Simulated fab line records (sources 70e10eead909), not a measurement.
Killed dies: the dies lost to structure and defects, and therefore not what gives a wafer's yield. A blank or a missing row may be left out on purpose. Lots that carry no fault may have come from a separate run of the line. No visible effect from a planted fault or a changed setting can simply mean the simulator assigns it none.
fab line records | flow nand-harc
[record] lots = 11 wafers = 33 last-day = 25
route steps=1159 shown A_STAIRCASE@532 END@1159
lots that met no fault: taken from a fault-free run of the same line
start-h: hours from the record's opening day to when the first of the lot's shown wafers began | wait-h: hours elapsed since this lot's preceding step | " repeats the value in the row above | L1.1+2: one row covering several wafers at once | - value missing, or start not given | * or withheld: withheld | < > ~ a bound
route shown NAME@n: NAME is a module with steps in the file, n the number in the route of the first one | usual: mean and standard deviation over wafers with no fault | same: alike in all rows | chamber/n: place in a boat | sites: the reading at each site | _std_site: the standard deviation of these | _edge_site: inner sites' mean taken away from outer sites' mean | radius-mm: for every site, how far away it sits from the centre of the wafer | mask NAME#n: copy n | behind: the last tool/chamber to shape the wafer | hold: cause of the lot's hold/its duration in hours/its outcome | device: whichever transistor did not switch (one of n, p or np) | end of line: tests run on the same wafers once the route is complete | a step without rows: its recipe alone | killed: dies that structure and defects cost at the first sort, which is not the same as the wafer's yield | map: the dies of a wafer, with x for killed, . for not killed, _ for no die there
set.NAME: setting as actually run; set.NAME@STEP: the setting as run at that earlier step | model.NAME: the simulator's own value behind a step, which no gauge read
one table for each step of the route and one row for each wafer, over a sample of lots
services: a tool's chamber out of use, with start hour (start-h, from the record's first day; less than 0 if before it), hours out, and reason
[[steps]]
[step NHARC_A_STAIRCASE_ETCH_170]
[recipe] target-depth-a = 2000 time-s = 66.667 ion-energy-ev = 250 c4f6-flow-sccm = 25 o2-flow-sccm = 20 ar-flow-sccm = 500 rf-w = 600 bias-w = 500 chemistry = C4F6/O2
[usual] chamber-pressure-mTorr = 30.004/0.025 drypump-motor-current-A = 5.6/0.52 oes-product-au = 0.970/0.016 rf-vpp-V = 546/3.5 showerhead-plenum-p-Torr = 3.90/0.17 throttle-valve-pct = 26.903/0.011
// columns lot.wafer tool chamber start-h wait-h chamber-pressure-mTorr drypump-motor-current-A oes-product-au rf-hours-counter-h rf-vpp-V showerhead-plenum-p-Torr throttle-valve-pct
L218.1 rie-diel-01 2 - - 29.991 4.8 0.968 36 549 3.99 26.911
L218.4 " 0 " " 30.012 5.8 0.987 22 550 4.09 26.908
L218.5 " 3 " " 29.980 5.2 0.972 - 550 4.10 26.891
L219.2 rie-diel-01 0 - - 30.010 5.8 0.922 25 550 4.08 26.904
L219.4 " 1 " " 29.993 5.5 0.936 37 543 3.73 26.918
L219.6 " 0 " " 30.038 5.8 0.928 - 551 4.08 26.899
L226.2 rie-diel-08 0 - - 30.003 5.9 0.953 57 542 3.69 26.896
L226.3 " 2 " " 29.982 5.2 0.946 59 553 4.19 26.887
L226.6 " 0 " " 30.087 5.9 0.950 - 543 3.69 26.913
L228.1 rie-diel-01 0 - - 30.034 5.8 0.971 41 550 4.07 26.915
L228.4 " 1 " " 29.960 5.5 0.970 56 543 3.72 26.896
L228.6 " 1 " " 30.001 5.5 0.967 - 542 3.72 26.880
L231.1 rie-diel-01 0 - - 29.977 5.8 0.931 45 550 4.07 26.911
L231.4 " 1 " " 30.012 5.5 0.931 61 544 3.72 26.921
L231.5 " 1 " " 29.990 5.5 0.934 - 542 3.72 26.889
L230.1 rie-diel-08 0 - - 29.992 5.9 0.979 4 541 3.68 26.903
L230.2 " 2 " " 29.980 5.2 0.993 3 552 4.18 26.898
L230.4 " 3 " " 29.960 5.5 0.988 4 541 3.67 26.894
L229.1 rie-diel-04 2 - - 30.008 5.4 0.987 9 548 3.89 26.904
L229.3 " 0 " " 29.995 6.0 0.979 9 550 4.00 26.906
L229.6 " 3 " " 29.994 6.7 0.973 - 545 3.76 26.901
L234.1 rie-diel-04 2 - - 30.005 5.4 0.985 15 547 3.88 26.904
L234.3 " 1 " " 30.044 5.0 0.977 9 546 3.88 26.903
L234.6 " 3 " " 30.013 6.7 0.970 - 545 3.76 26.918
L238.4 rie-diel-01 3 - - 30.037 5.2 0.967 9 551 4.08 26.904
L238.6 " 3 " " 30.003 5.2 0.969 - 550 4.08 26.904
L238.5 " 0 " " 30.026 5.8 0.961 - 550 4.06 26.896
L241.3 rie-diel-08 0 - - 29.979 5.9 0.966 28 542 3.67 26.898
L241.4 " 1 " " 30.024 6.4 0.980 22 544 3.79 26.919
L241.6 " 2 " " 29.980 5.2 0.991 - 553 4.17 26.906
L240.4 rie-diel-08 2 - - 29.985 5.2 0.989 28 551 4.17 26.929
L240.3 " 3 " " 29.998 5.5 0.992 28 540 3.66 26.901
L240.5 " 2 " " 30.001 5.2 0.989 - 551 4.17 26.880
[step NHARC_A_STAIRCASE_TRIM_12]
[recipe] time-s = 211.2 o2-flow-sccm = 500 ar-flow-sccm = 0 bias-w = 0 chemistry = O2
[usual] chamber-pressure-mTorr = 60.00/0.059 drypump-motor-current-A = 5.5/0.51 oes-product-au = 0.997/0.0069 rf-vpp-V = 57.7/0.89 showerhead-plenum-p-Torr = 3.52/0.14 throttle-valve-pct = 17.036/0.01
// columns lot.wafer tool chamber start-h wait-h chamber-pressure-mTorr drypump-motor-current-A oes-product-au rf-hours-counter-h rf-vpp-V showerhead-plenum-p-Torr throttle-valve-pct
L218.4 rie-diel-04 1 235.81 0.1 59.87 5.0 0.997 45 56.8 3.51 17.045
L218.1 " 3 " " 59.95 6.7 0.996 41 57.4 3.39 17.023
L218.5 " 0 " " 59.98 6.0 1.005 - 57.2 3.62 17.072
L219.4 rie-diel-01 3 250.85 0.1 60.06 5.2 0.996 29 59.0 3.69 17.025
L219.2 " 0 " " 59.99 5.8 0.983 26 56.8 3.68 17.044
L219.6 " 2 " " 59.97 4.8 0.994 - 59.6 3.58 17.028
L226.2 rie-diel-04 1 277.30 0.1 59.98 5.0 1.002 62 56.5 3.50 17.051
L226.3 " 0 " " 59.97 5.9 0.994 61 59.1 3.61 17.020
L226.6 " 0 " " 60.07 5.9 1.016 - 57.5 3.61 17.041
L228.1 rie-diel-08 0 290.43 0.1 59.96 5.9 0.989 61 56.7 3.31 17.049
L228.4 " 1 " " 60.06 6.4 0.987 60 57.5 3.42 17.041
L228.6 " 2 " " 60.01 5.2 0.990 - 57.0 3.77 17.028
L231.1 rie-diel-01 3 312.15 0.1 60.09 5.2 0.997 51 58.2 3.67 17.022
L231.4 " 1 " " 60.05 5.5 0.987 61 58.6 3.34 17.057
L231.5 " 0 " " 59.98 5.8 0.996 - 58.5 3.67 17.019
L230.1 rie-diel-08 1 319.08 0.1 60.01 6.4 0.994 4 57.1 3.42 17.032
L230.2 " 2 " " 59.96 5.2 1.007 4 58.2 3.77 17.037
L230.4 " 3 " " 59.88 5.5 0.999 4 57.0 3.29 17.025
L229.1 rie-diel-04 2 319.33 0.1 59.98 5.4 0.990 10 58.2 3.49 17.049
L229.3 " 0 " " 59.99 6.0 0.996 9 57.0 3.60 17.039
L229.6 " 2 " " 60.03 5.4 0.987 - 58.2 3.50 17.041
L234.3 rie-diel-04 2 331.46 0.1 60.03 5.4 0.999 16 57.7 3.49 17.037
L234.1 " 0 " " 60.01 5.9 0.750 16 59.6 3.60 17.051
L234.6 " 2 " " 59.94 5.4 0.988 - 58.1 3.49 17.044
L238.4 rie-diel-04 3 353.64 0.1 60.06 6.7 0.990 20 58.1 3.37 17.038
L238.6 " 3 " " 59.88 6.7 1.005 - 58.0 3.37 17.041
L238.5 " 0 " " 59.94 5.9 0.743 - 58.0 3.59 17.051
L241.3 rie-diel-01 1 373.01 0.1 60.08 5.5 0.994 16 56.5 3.33 17.028
L241.4 " 0 " " 59.97 5.8 0.986 16 58.8 3.65 17.021
L241.6 " 1 " " 60.15 5.5 0.987 - 56.5 3.33 17.041
L240.3 rie-diel-01 2 381.19 0.1 60.13 4.8 1.003 17 59.4 3.56 17.047
L240.4 " 3 " " 59.96 5.2 1.001 17 59.3 3.66 17.021
L240.5 " 2 " " 59.91 4.8 1.003 - 58.8 3.56 17.032
[step NHARC_A_STAIRCASE_ETCH_21]
[recipe] target-depth-a = 1000 time-s = 40.5 ion-energy-ev = 400 c4f8-flow-sccm = 20 o2-flow-sccm = 10 ar-flow-sccm = withheld rf-w = 600 bias-w = 1000 chemistry = C4F8/O2
[usual] chamber-pressure-mTorr = 24.997/0.022 oes-product-au = 0.949/0.016 rf-vpp-V = 895/5.9
// columns lot.wafer tool chamber start-h wait-h chamber-pressure-mTorr oes-product-au rf-hours-counter-h rf-vpp-V
L218.4 rie-diel-01 1 - - 25.002 0.961 35 890
L218.1 " 2 " " 24.968 0.964 37 899
L218.5 " 0 " " 25.046 0.972 - 901
L219.2 rie-diel-01 3 - - 25.008 0.953 30 901
L219.4 " 0 " " 25.022 0.934 27 902
L219.6 " 1 " " 24.989 0.944 - 887
L226.3 rie-diel-01 3 - - 24.995 0.980 42 901
L226.2 " 0 " " 25.018 0.917 36 901
L226.6 " 3 " " 24.994 0.978 - 901
L228.4 rie-diel-08 3 - - 25.004 0.954 65 887
L228.1 " 0 " " 25.004 0.935 61 888
L228.6 " 2 " " 24.979 0.954 - 904
L231.1 rie-diel-01 2 - - 24.986 0.945 64 897
L231.4 " 3 " " 24.993 0.957 51 901
L231.5 " 0 " " 24.998 0.939 - 901
L230.2 rie-diel-04 1 - - 24.978 0.976 5 894
L230.4 " 2 " " 25.047 0.972 11 895
L230.1 " 3 " " 24.973 0.953 6 891
L229.1 rie-diel-08 3 - - 24.983 0.940 5 887
L229.3 " 2 " " 25.003 0.944 5 904
L229.6 " 0 " " 24.966 0.937 - 887
L234.3 rie-diel-08 3 - - 24.981 0.966 10 886
L234.1 " 1 " " 25.023 0.959 12 892
L234.6 " 0 " " 24.988 0.959 - 887
L238.6 rie-diel-08 2 - - 25.002 0.971 - 905
L238.4 " 3 " " 24.962 0.967 - 887
L238.5 " 0 " " 24.972 0.961 - 887
L241.3 rie-diel-04 2 - - 25.006 0.969 29 895
L241.4 " 1 " " 24.986 0.984 24 894
L241.6 " 3 " " 25.025 0.956 - 891
L240.4 rie-diel-04 3 - - 24.989 0.945 29 890
L240.3 " 2 " " 25.015 0.952 31 895
L240.5 " 3 " " 25.039 0.947 - 889
[step NHARC_A_STAIRCASE_ETCH_23]
[recipe] target-depth-a = 1000 time-s = 40.5 ion-energy-ev = 400 c4f8-flow-sccm = 20 o2-flow-sccm = 10 ar-flow-sccm = withheld rf-w = 600 bias-w = 1000 chemistry = C4F8/O2
[usual] chamber-pressure-mTorr = 25.001/0.022 oes-product-au = 0.943/0.011 rf-vpp-V = 895/5.7
// columns lot.wafer tool chamber start-h wait-h chamber-pressure-mTorr oes-product-au rf-hours-counter-h rf-vpp-V
L218.4 rie-diel-01 3 - - 25.013 0.952 26 903
L218.1 " 0 " " 24.994 0.962 23 902
L218.5 " 2 " " 25.007 0.952 - 899
L219.4 rie-diel-01 1 - - 25.034 0.944 40 890
L219.2 " 2 " " 24.977 0.965 42 898
L219.6 " 1 " " 25.001 0.952 - 889
L226.2 rie-diel-01 0 - - 24.990 0.926 36 901
L226.3 " 1 " " 25.005 0.924 51 888
L226.6 " 3 " " 24.999 0.946 - 901
L228.1 rie-diel-08 2 - - 24.989 0.954 64 905
L228.4 " 0 " " 24.999 0.942 61 889
L228.6 " 1 " " 25.039 0.940 - 894
L231.4 rie-diel-01 1 - - 24.996 0.935 62 889
L231.1 " 3 " " 24.991 0.947 51 901
L231.5 " 1 " " 25.044 0.938 - 889
L230.1 rie-diel-04 2 - - 25.007 0.965 11 896
L230.2 " 3 " " 24.984 0.961 6 889
L230.4 " 0 " " 25.002 0.944 10 899
L229.1 rie-diel-08 1 - - 24.986 0.941 6 891
L229.3 " 2 " " 24.998 0.945 5 902
L229.6 " 0 " " 25.018 0.927 - 889
L234.1 rie-diel-08 1 - - 25.026 0.940 12 894
L234.3 " 0 " " 25.018 0.931 11 888
L234.6 " 2 " " 25.011 0.943 - 904
L238.6 rie-diel-08 0 - - 25.001 0.939 - 886
L238.5 " 2 " " 25.021 0.944 - 905
L238.4 " 3 " " 25.003 0.956 - 889
L241.3 rie-diel-04 3 - - 24.988 0.950 26 890
L241.4 " 0 " " 25.002 0.946 31 899
L241.6 " 2 " " 25.046 0.956 - 896
L240.4 rie-diel-04 3 - - 25.002 0.957 29 889
L240.3 " 2 " " 25.002 0.940 32 894
L240.5 " 0 " " 25.000 0.952 - 898
[step NHARC_END_SORT_01]
[recipe] temp-c = 25
[usual] killed-at-array = 27/11 killed-at-other = 0.7/0.93 killed-at-periphery = 2.9/1.9 killed-dies = 30/11 killed-open = 3.1/1.7 killed-short = 1.9/1.3
[same] gross-dies = 677
// columns lot.wafer tool chamber start-h wait-h killed-at-array killed-at-other killed-at-periphery killed-dies killed-open killed-short
L228.1 prober-01 0 490.04 2.5 30 0 0 30 3 2
L228.4 prober-01 0 492.44 3.4 24 0 0 24 2 3
L228.6 prober-01 0 494.04 4.0 37 0 0 37 4 4
L234.1 prober-01 0 549.60 2.5 674 1 2 677 3 2
L234.3 prober-01 0 551.18 3.1 37 0 1 38 3 0
L234.6 prober-01 0 553.55 3.9 27 0 0 27 1 1
L238.4 prober-02 0 569.96 3.4 14 1 1 16 3 1
L238.5 prober-02 0 570.75 3.7 673 1 3 677 3 1
L238.6 prober-02 0 571.55 4.0 21 0 2 23 4 2
// killed by level:class
L228.1 A_CHANNEL_HOLE_D1:chamber-film-flake=11 A_STAIRCASE:chamber-film-flake=9 A_CHANNEL_FILL_D1:geometric-particle:short=2 A_CONTACT:chamber-film-flake=2 A_ONON_D1:geometric-particle:open=1 A_CHANNEL_FILL_D1:geometric-particle:open=1 A_BLC:geometric-particle:open=1 A_CHANNEL_FILL_D1:chamber-film-flake=1
L228.4 A_CHANNEL_HOLE_D1:chamber-film-flake=10 A_STAIRCASE:chamber-film-flake=6 A_BLC:chamber-film-flake=2 A_CHANNEL_FILL_D1:geometric-particle:short=1 A_SGD_CUT:geometric-particle:short=1 A_WL_FILL:geometric-particle:open=1 A_CONTACT:geometric-particle:short=1 A_BLC:geometric-particle:open=1
L228.6 A_STAIRCASE:chamber-film-flake=13 A_CHANNEL_HOLE_D1:chamber-film-flake=12 A_CONTACT:geometric-particle:short=2 A_WL_FILL:chamber-film-flake=2 A_STAIRCASE:geometric-particle:short=1 A_SGD_CUT:geometric-particle:open=1 A_WL_FILL:geometric-particle:open=1 A_M0:geometric-particle:open=1
L234.1 A_STAIRCASE:area-trim=647 A_SLIT:chamber-film-flake=11 A_CHANNEL_HOLE_D1:chamber-film-flake=4 A_CONTACT:geometric-particle:open=3 A_CONTACT:chamber-film-flake=3 A_M1:chamber-film-flake=3 A_ONON_D1:geometric-particle:short=1 A_WL_FILL:geometric-particle:short=1
L234.3 A_SLIT:chamber-film-flake=21 A_CHANNEL_HOLE_D1:chamber-film-flake=5 A_M1:chamber-film-flake=5 A_CONTACT:chamber-film-flake=3 P_GATE:geometric-particle:open=1 A_CONTACT:geometric-particle:open=1 A_M0:geometric-particle:open=1 A_WL_FILL:chamber-film-flake=1
L234.6 A_SLIT:chamber-film-flake=12 A_CHANNEL_HOLE_D1:chamber-film-flake=6 A_CONTACT:chamber-film-flake=3 A_M1:chamber-film-flake=3 A_ONON_D1:geometric-particle:short=1 A_CONTACT:geometric-particle:open=1 A_STAIRCASE:chamber-film-flake=1
L238.4 A_CHANNEL_HOLE_D1:chamber-film-flake=7 A_CHANNEL_FILL_D1:geometric-particle:open=1 A_CHANNEL_FILL_D1:geometric-particle:short=1 A_CONTACT:geometric-particle:open=1 STARTING-WAFER:geometric-particle:open=1 P_M0:chamber-film-flake=1 A_ZERO_WELL:chamber-film-flake=1 A_SGD_CUT:chamber-film-flake=1
L238.5 A_STAIRCASE:area-trim=651 A_CHANNEL_HOLE_D1:chamber-film-flake=9 A_M0:chamber-film-flake=5 A_SGD_CUT:chamber-film-flake=3 A_CONTACT:chamber-film-flake=3 P_M0:geometric-particle:open=1 P_M2:geometric-particle:open=1 A_CHANNEL_FILL_D1:geometric-particle:open=1
L238.6 A_CHANNEL_HOLE_D1:chamber-film-flake=5 A_SLIT:chamber-film-flake=3 A_WL_FILL:chamber-film-flake=3 A_CONTACT:chamber-film-flake=2 A_M0:chamber-film-flake=2 P_GATE:geometric-particle:open=1 A_SOURCE_PLATE:geometric-particle:open=1 A_CHANNEL_FILL_D1:geometric-particle:short=1
[[services]]
// columns tool chamber start-h hours kind
rie-diel-01 0 220.86 - clean
rie-diel-01 1 220.86 - clean
rie-diel-01 2 220.86 - clean
rie-diel-01 3 220.86 - clean
rie-diel-04 2 230.12 1.6 repair
rie-diel-01 0 245.36 - clean
rie-diel-01 1 245.36 - clean
rie-diel-01 2 245.36 - clean
rie-diel-01 3 245.36 - clean
rie-diel-04 3 257.33 51.6 repair
rie-diel-01 0 269.86 - clean
rie-diel-01 1 269.86 - clean
rie-diel-01 2 269.86 - clean
rie-diel-01 3 269.86 - clean
rie-diel-01 0 294.36 - clean
rie-diel-01 1 294.36 - clean
rie-diel-01 2 294.36 - clean
rie-diel-01 3 294.36 - clean
rie-diel-08 - 302.10 9.0 pm
rie-diel-04 1 307.14 9.6 repair
rie-diel-01 - 315.57 9.0 pm
rie-diel-01 0 315.57 9.0 vent-cycle
rie-diel-01 1 315.57 9.0 vent-cycle
rie-diel-08 1 346.30 13.8 repair
[[key]]
[first-sign] step = NHARC_A_STAIRCASE_TRIM_12 reading = oes-product-au direction = down sigmas = 36 usual = 0.997 struck = 0.747
[effect] step = NHARC_END_SORT_01 reading = killed-at-array direction = up sigmas = 59 usual = 27 struck = 674
[more-kills-born-at] NHARC_A_STAIRCASE_TRIM_12@rie-diel-04 = 1298
met-at NHARC_A_STAIRCASE_TRIM_12
struck-lots L234,L238
struck-wafers L234.1,L238.5
later-rows-left-out L234.1,L238.5
tester-left-out L234,L238
not-acting-at NHARC_A_STAIRCASE_ETCH_170,NHARC_A_STAIRCASE_ETCH_21,NHARC_A_STAIRCASE_ETCH_23
onset-between 319.33 331.46
[fault] kind = process-parameter-drift tool = rie-diel-04 chamber = 0 onset-h = 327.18 steps = NHARC_A_STAIRCASE_TRIM_12 channel = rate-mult offset = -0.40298 shape = step end-h = 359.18
// tester-left-out: of these lots the tester's yield and bins aren't shown, on N5 and GAA mostly nor the transistor test; their killed dies are dies lost to structure and defects alone, not to doping, threshold or leakage, so they don't give the yield
// later-rows-left-out: the simulator's readings of these wafers behind a module that went badly wrong aren't trusted and aren't shown, but for the sort
